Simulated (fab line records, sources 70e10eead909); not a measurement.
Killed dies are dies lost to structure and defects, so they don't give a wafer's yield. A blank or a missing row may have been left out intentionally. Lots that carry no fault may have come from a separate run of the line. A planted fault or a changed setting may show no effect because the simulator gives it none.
8D (eight disciplines) problem report, filled in by code	flow nandHarc	the parts of the form that need people (team, actions taken, sign-off) are left out

## 1. PROBLEM STATEMENT
Mean of thkNm at NHARC_A_ONON_D1_THK_MEAS_27: 909 nm across 3 wafers in 2 lots; on wafers with no fault it is 996 nm (standard deviation 12). That is -7.2 standard deviations from the usual mean.
The step: measures by ellipsometry.
Earliest sighting: wafer L143.1 on filmMetro-01 at day 14 11:35. At this step, 40 wafers from 14 lots have a number in the record. The rule behind "out" and "out of limits": a value lying over 4 standard deviations away from the usual mean. The rest of the wafers with a number are treated as sound.

## 2. WHAT IT IS, WHAT IT ISN'T
question	is	is not
which readings at this step	thkNm	-
which lots	L143, L146	L128, L129, L130, L131, L132, L134, L135, L136, L138, L144, L148, L151
which wafers of those lots	L143.1, L143.3, L146.3	L146.5
read on which gauges	filmMetro-01, filmMetro-02	-
when	from day 14 11:35	up to then (27 sound wafers); but 10 sound wafers of L144, L146, L148, L151 came after

## 3. WHAT RULES OUT EACH SUSPECT
Counting: a tool at a process step up to the reading stays a suspect if it ran every lot that is out. Sound lots after the first of them don't rule it out here, since some wafers of a struck lot are sound.
- the gauge at NHARC_A_ONON_D1_THK_MEAS_27 is ruled out. Those wafers that are out were read across 2 gauges (filmMetro-01, filmMetro-02).
- rieDiel-06 at NHARC_A_ZERO_WELL_ETCH_19 (etches the open film in N2/H2, target depth 80 nm, overetch 24 nm, time 87.88 s): kept. It ran every lot that is out, first L143 (day 12 20:16); its last sound lot up to then is L138 (day 11 03:00).
- pecvdOnon-03 at NHARC_A_ONON_D1_DEP_25 (target thk 1000 nm): kept. It ran every lot that is out, first L143 (day 14 11:04); its last sound lot up to then is L138 (day 12 12:51).
The count leaves pecvdOnon-03 at NHARC_A_ONON_D1_DEP_25 and rieDiel-06 at NHARC_A_ZERO_WELL_ETCH_19.

## 4. THE CAUSE (what the simulator had put in)
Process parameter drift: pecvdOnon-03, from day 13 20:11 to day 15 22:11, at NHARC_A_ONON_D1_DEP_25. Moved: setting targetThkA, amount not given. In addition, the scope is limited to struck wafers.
Of the 2 suspects that counting leaves, this tool is one.

## 5. THE CHAIN OF EFFECTS, in route order
One row per reading whose mean, taken over the struck wafers that have a number, lies over 3 standard deviations from the usual. Scope: only readings with a usual standard deviation given in the record; hours: median across lots of the time from each lot's start at the first step in this table that gives one to its start at this step; sigmas: change in usual standard deviations.
hours	step	reading	usual	on struck wafers	change	sigmas
0	NHARC_A_ONON_D1_THK_MEAS_27	thkNm	996 nm	909	-87	-7.2

## 6. HOW IT WOULD HAVE BEEN CAUGHT EARLIER
The first out-of-limits reading at a measuring or inspecting step in this record came at day 14 11:35, 15 hours after the fault's start at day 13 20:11.
Tool readings at NHARC_A_ONON_D1_DEP_25 with a usual standard deviation given in the record: none out on any struck wafer, hence no alarm at a limit of 4 standard deviations on them.
L146, from the lots that are out (2), started NHARC_A_ONON_D1_DEP_25 on pecvdOnon-03 later than day 14 11:35. It would have been spared by a hold on the tool at that moment.
